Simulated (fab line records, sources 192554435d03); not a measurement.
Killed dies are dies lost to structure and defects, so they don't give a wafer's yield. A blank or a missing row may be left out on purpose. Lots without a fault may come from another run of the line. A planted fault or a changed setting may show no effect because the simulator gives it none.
One fault seen from 3 desks | flow n5_finfet | each desk has only its own numbers; what lay behind them comes last

THE TOOL OWNER'S DESK: litho_track-01
The tool's own readings at N5_SDB_COAT_04 (time 60 s, resist thk 18 nm): means of the sampled wafers that have a number, for each lot that ran on this tool. A lot is out of limits, marked OUT, if its mean lies more than 4 standard deviations from the usual mean; the brackets give that distance.
Columns: A = exhaust_pa at N5_SDB_COAT_04, usual 45.4 Pa; B = spin_speed_rpm at N5_SDB_COAT_04, usual 1500.0 rpm
lot  | first seen here | A    | B
L640 | day 3 16:38     | 45.8 | 1501.0
L642 | day 4 14:57     | 44.8 | 1500.8
L654 | day 7 12:35     | 45.6 | 1462.5 (-34) OUT
L655 | day 7 15:22     | 46.1 | 1462.1 (-34) OUT
This desk's finding: out of limits on L654, L655; first on L654, day 7 12:35 (spin_speed_rpm at N5_SDB_COAT_04). In limits: L640, L642.

THE METROLOGY DESK
What the gauges read, lot by lot, whatever tool the lot ran on: means of the sampled wafers that have a number. A lot is out of limits, marked OUT, if its mean lies more than 4 standard deviations from the usual mean; the brackets give that distance.
Columns: A = thk_nm at N5_ILD0_THK_MEAS_04, usual 197.6 nm; B = thk_nm at N5_ILD0_THK_MEAS_08, usual 138.9 nm; C = thk_nm at N5_ILD0_THK_MEAS_13, usual 17.6 nm; D = cd_nm at N5_SDB_CD_MEAS_11, usual 50.4 nm; E = SDB_OVL at N5_SDB_OVL_MEAS_12, usual 0.1 nm
lot  | first seen here | A     | B     | C    | D    | E
L640 | day 3 12:27     | 197.3 | 138.7 | 18.1 | 49.6 | 0.0
L642 | day 4 11:01     | 198.0 | 140.2 | 17.9 | 48.9 | -0.4
L654 | day 7 08:53     | 197.9 | 138.6 | 15.9 | 50.3 | 1.2
L655 | day 7 11:41     | 197.7 | 138.2 | 16.3 | 49.4 | -0.2
L657 | day 8 02:32     | 197.5 | 139.9 | 17.1 | 50.3 | -0.2
L660 | day 8 11:52     | 198.8 | 138.9 | 17.2 | 49.6 | -0.3
This desk's finding: nothing out of limits on any of the 6 lots.

THE DEFECT DESK
What the inspections along the route counted, lot by lot: means of the sampled wafers that have a number. A lot is out of limits, marked OUT, if its mean lies more than 4 standard deviations from the usual mean; the brackets give that distance.
Columns: A = raw_defect_count at N5_ILD0_INSPECT_06, usual 38; B = raw_defect_count at N5_SDB_INSPECT_13, usual 69
lot  | first seen here | A  | B
L640 | day 3 16:31     | 26 | 54
L642 | day 4 14:50     | 38 | 69
L654 | day 7 12:28     | 25 | 52
L655 | day 7 15:14     | 35 | 79
L657 | day 8 06:07     | 43 | 61
L660 | day 8 15:27     | 30 | 77
This desk's finding: nothing out of limits on any of the 6 lots.

PUT TOGETHER
The tool owner's desk could have raised an alarm at day 7 12:35, on L654, L655.
The metrology desk saw nothing out of limits.
The defect desk saw nothing out of limits.
The metrology desk has L654, L655 on record, within its limits.
The defect desk has L654, L655 on record, within its limits.
Of the lots named, all ran N5_SDB_COAT_04 on litho_track-01.

WHAT THE SIMULATOR HAD PUT IN
Process parameter drift: litho_track-01, from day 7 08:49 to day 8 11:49, at N5_SDB_COAT_04. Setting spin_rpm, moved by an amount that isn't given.
Lots struck among those shown: L654, L655.
Hours from the fault's start to each desk's first reading out of limits: the tool owner's desk, 4.
